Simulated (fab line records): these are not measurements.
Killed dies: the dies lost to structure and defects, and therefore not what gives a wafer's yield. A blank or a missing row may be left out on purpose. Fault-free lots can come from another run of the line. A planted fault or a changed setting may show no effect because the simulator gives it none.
Which tool was responsible? ; flow n5Finfet ; Sampling: 24 lots, 72 wafers, 5 of 1938 route steps

== WHAT THE GAUGES SHOWED, per wafer ==
N5_BEOL_M4_INSPECT_13: inspects for defects (brightfield). Usual: 417 for rawDefectCount, sd 100.
lot;measured;on;rawDefectCount;flag
L074;day 8 19:51;defectInspect-01;396 327 404;
L076;day 9 01:20;defectInspect-02;341 491 391;
L077;day 9 13:22;defectInspect-02;436 453 394;
L075;day 9 14:56;defectInspect-01;343 489 570;
L078;day 9 17:08;defectInspect-01;331 248 349;
L079;day 9 23:04;defectInspect-02;299 377 405;
L080;day 10 05:47;defectInspect-01;383 242 304;
L081;day 10 18:48;defectInspect-01;355 274 269;
L082;day 11 01:54;defectInspect-02;578 572 426;
L083;day 11 04:15;defectInspect-01;395 359 376;
L084;day 11 04:43;defectInspect-01;520 528 404;
L085;day 11 19:59;defectInspect-02;316 336 433;
L087;day 12 02:02;defectInspect-01;353 714 626;
L086;day 12 02:13;defectInspect-02;456 560 464;
L090;day 12 17:07;defectInspect-02;536 515 459;
L089;day 12 17:13;defectInspect-01;471 324 703;
L088;day 13 07:19;defectInspect-02;482 656 414;
L091;day 13 08:23;defectInspect-02;413 395 424;
L092;day 13 11:46;defectInspect-01;402 366 252;
L093;day 13 17:22;defectInspect-02;490 390 473;
L094;day 13 22:53;defectInspect-02;394 592 578;
L095;day 14 01:03;defectInspect-01;422 316 343;
L096;day 14 05:59;defectInspect-02;269 363 346;
L097;day 14 11:29;defectInspect-02;540 476 436;

N5_BEOL_M4_CD_MEAS_18: pitch 36 nm, target cd 18 nm. Usual: 17.9 nm for cdNm, sd 0.32.
lot;measured;on;cdNm (nm);flag
L074;day 8 20:21;cdSem-03;17.8 17.7 17.7;
L076;day 9 01:53;cdSem-02;17.7 18.2 17.5;
L077;day 9 13:59;cdSem-02;17.8 17.9 17.9;
L075;day 9 15:25;cdSem-02;18.0 18.1 18.4;
L078;day 9 17:41;cdSem-02;18.1 18.1 18.2;
L079;day 10 00:02;cdSem-02;18.1 18.1 17.8;
L080;day 10 06:21;cdSem-02;17.9 17.8 17.6;
L081;day 10 19:30;cdSem-02;17.6 18.1 18.3;
L082;day 11 02:38;cdSem-03;18.0 17.7 18.2;
L083;day 11 04:58;cdSem-02;17.9 18.1 17.7;
L084;day 11 05:35;cdSem-02;18.2 17.8 18.1;
L085;day 11 21:15;cdSem-01;18.5 17.1 17.9;
L087;day 12 02:37;cdSem-03;17.7 17.8 17.9;
L086;day 12 02:50;cdSem-02;17.9 17.8 18.0;
L090;day 12 17:35;cdSem-02;17.8 18.2 18.2;
L089;day 12 17:41;cdSem-02;18.4 18.6 18.1;
L088;day 13 07:47;cdSem-01;18.2 17.6 17.5;
L091;day 13 08:53;cdSem-02;17.6 17.6 17.3;
L092;day 13 12:26;cdSem-02;18.1 17.0 17.7;
L093;day 13 17:50;cdSem-01;18.1 17.8 17.0;
L094;day 13 23:38;cdSem-03;17.5 17.8 17.5;
L095;day 14 01:38;cdSem-03;17.8 17.7 18.4;
L096;day 14 06:45;cdSem-02;17.8 17.9 17.9;
L097;day 14 11:57;cdSem-02;18.0 18.1 17.8;

N5_BEOL_M5_CD_MEAS_11: target cd 27.74 nm. Usual: 28.1 nm for cdNm, sd 0.31.
lot;measured;on;cdNm (nm);flag
L074;day 9 20:14;cdSem-01;27.5 28.0 27.9;
L076;day 10 11:29;cdSem-02;27.8 27.9 27.9;
L077;day 11 01:57;cdSem-02;27.9 27.7 27.8;
L075;day 11 04:53;cdSem-01;28.2 28.3 28.0;
L078;day 11 07:49;cdSem-02;28.4 28.3 28.0;
L079;day 11 10:35;cdSem-03;28.2 28.1 28.4;
L080;day 12 00:34;cdSem-02;28.2 28.5 28.2;
L081;day 12 08:34;cdSem-01;28.5 28.1 28.4;
L082;day 12 12:46;cdSem-03;27.8 27.8 27.8;
L083;day 12 17:07;cdSem-02;28.3 27.8 28.0;
L084;day 12 16:56;cdSem-02;28.0 28.0 28.1;
L085;day 13 02:55;cdSem-02;28.5 28.2 28.3;
L087;day 13 03:10;cdSem-02;28.4 28.7 28.6;
L086;day 13 22:31;cdSem-02;28.0 28.0 27.9;
L090;day 14 03:55;cdSem-01;28.3 28.7 28.2;
L089;day 14 04:32;cdSem-03;27.8 28.0 28.0;
L088;day 14 09:44;cdSem-02;28.3 28.3 28.7;
L091;day 14 19:10;cdSem-02;28.0 28.2 28.3;
L092;day 14 19:04;cdSem-01;28.0 28.3 28.6;
L093;day 15 02:37;cdSem-02;28.2 28.1 28.2;
L094;day 15 07:05;cdSem-01;27.6 27.9 27.8;
L095;day 15 12:09;cdSem-03;27.7 28.1 28.3;
L096;day 15 14:10;cdSem-03;28.8 28.0 28.4;
L097;day 15 16:11;cdSem-03;28.0 27.6 27.4;

== TOOL THAT RAN EACH LOT (tool first, then ch and the chambers of the sampled wafers, then the start) ==
lot;N5_BEOL_M4_HM_DEP_02;N5_BEOL_M5_PECVD_70
L074;pvdSputter-02, day 8 19:14;pecvd-04 ch 0,1,2, day 9 19:28
L076;pvdSputter-03, day 9 00:50;pecvd-04 ch 1,2, day 10 10:03
L077;pvdSputter-02, day 9 12:53;pecvd-02 ch 0,1, day 11 00:43
L075;pvdSputter-02, day 9 14:19;pecvd-02 ch 0,1, day 11 03:56
L078;pvdSputter-02, day 9 16:31;pecvd-02 ch 0,1,2, day 11 05:52
L079;pvdSputter-01, day 9 22:28;pecvd-03 ch 0,1, day 11 09:38
L080;pvdSputter-02, day 10 05:11;pecvd-03 ch 1,2, day 11 22:29
L081;pvdSputter-01, day 10 18:11;pecvd-03 ch 1,2, day 12 07:34
L082;pvdSputter-02, day 11 01:25;pecvd-04 ch 0,2, day 12 10:32
L083;pvdSputter-03, day 11 03:46;pecvd-03 ch 0,1,2, day 12 14:28
L084;pvdSputter-03, day 11 04:07;pecvd-03 ch 1,2, day 12 14:23
L085;pvdSputter-01, day 11 19:31;pecvd-02 ch 0,1, day 13 00:08
L087;pvdSputter-02, day 12 01:32;pecvd-03 ch 1,2, day 13 00:32
L086;pvdSputter-03, day 12 01:34;pecvd-03 ch 0,2, day 13 21:17
L090;pvdSputter-02, day 12 16:38;pecvd-02 ch 0,1, day 14 02:51
L089;pvdSputter-02, day 12 16:44;pecvd-02 ch 0,2, day 14 03:17
L088;pvdSputter-01, day 13 06:50;pecvd-02 ch 0,1, day 14 07:18
L091;pvdSputter-03, day 13 07:54;pecvd-02 ch 0,1, day 14 17:30
L092;pvdSputter-01, day 13 11:13;pecvd-03 ch 0,1,2, day 14 16:46
L093;pvdSputter-03, day 13 16:44;pecvd-03 ch 0,1, day 15 01:24
L094;pvdSputter-03, day 13 22:17;pecvd-02 ch 0,2, day 15 04:17
L095;pvdSputter-03, day 14 00:26;pecvd-02 ch 0,1,2, day 15 09:45
L096;pvdSputter-02, day 14 05:29;pecvd-04 ch 0,2, day 15 13:09
L097;pvdSputter-01, day 14 10:52;pecvd-04 ch 0,1, day 15 15:00
- N5_BEOL_M4_HM_DEP_02: deposits TiN, target thk 20 nm.
- N5_BEOL_M5_PECVD_70: deposits SiO2 from TEOS/O2, target thk 16 nm, time 18 s.

== AS READ BY THE TOOLS THEMSELVES (means over the sampled wafers that have a number; for cases with no such wafer, the mark the record gives instead) ==
N5_BEOL_M4_HM_DEP_02. Usual: 29.9 % for throttleValvePct, sd 1.
lot;tool;throttleValvePct (%);flag
L074;pvdSputter-02;30.3;
L076;pvdSputter-03;30.0;
L077;pvdSputter-02;30.3;
L075;pvdSputter-02;30.9;
L078;pvdSputter-02;30.4;
L079;pvdSputter-01;28.7;
L080;pvdSputter-02;30.6;
L081;pvdSputter-01;29.3;
L082;pvdSputter-02;29.8;
L083;pvdSputter-03;29.0;
L084;pvdSputter-03;29.5;
L085;pvdSputter-01;29.4;
L087;pvdSputter-02;30.0;
L086;pvdSputter-03;30.2;
L090;pvdSputter-02;30.2;
L089;pvdSputter-02;30.3;
L088;pvdSputter-01;30.1;
L091;pvdSputter-03;28.8;
L092;pvdSputter-01;29.7;
L093;pvdSputter-03;29.2;
L094;pvdSputter-03;29.4;
L095;pvdSputter-03;30.2;
L096;pvdSputter-02;31.2;
L097;pvdSputter-01;30.2;

N5_BEOL_M5_PECVD_70. Usual: heaterPowerW 719 W, standard deviation 110; showerheadPlenumPTorr 8.79 Torr, standard deviation 0.066; throttleValvePct 22.2 %, standard deviation 1.
lot;tool;heaterPowerW (W);showerheadPlenumPTorr (Torr);throttleValvePct (%);flag
L074;pecvd-04;798;8.80;22.0;
L076;pecvd-04;869;8.80;21.6;
L077;pecvd-02;627;8.79;22.4;
L075;pecvd-02;695;8.73;21.8;
L078;pecvd-02;725;8.77;22.2;
L079;pecvd-03;686;8.74;23.1;
L080;pecvd-03;665;8.80;21.2;
L081;pecvd-03;585;8.77;22.4;
L082;pecvd-04;870;8.86;22.4;
L083;pecvd-03;670;8.78;22.1;
L084;pecvd-03;635;8.82;21.3;
L085;pecvd-02;666;8.77;22.5;
L087;pecvd-03;670;8.80;21.3;
L086;pecvd-03;777;8.80;22.0;
L090;pecvd-02;658;8.75;21.9;
L089;pecvd-02;663;8.83;22.9;
L088;pecvd-02;679;8.73;21.8;
L091;pecvd-02;620;8.80;22.5;
L092;pecvd-03;707;8.79;22.1;
L093;pecvd-03;636;8.75;23.3;
L094;pecvd-02;640;8.84;23.0;
L095;pecvd-02;683;8.79;22.4;
L096;pecvd-04;875;8.84;22.1;
L097;pecvd-04;722;8.72;22.0;

== THE ANSWER, worked out from the rows above alone ==
Rule: a lot counts as off when the mean over its wafers that have a number is more than 3 standard deviations away from the usual mean. Also off: a lot with no number at a reading for which 4 or more lots have one. All remaining lots with rows at the step are treated as sound. First the gauges in route order, then the tools' own readings, where a lot's mean is used as printed above. The first step at which some lot is off is used, and at that step the reading that is off furthest; a lot without a number counts as furthest.
None of the lots is off at any reading shown; this tells nothing.

== WHAT THE SIMULATOR HAD INSERTED ==
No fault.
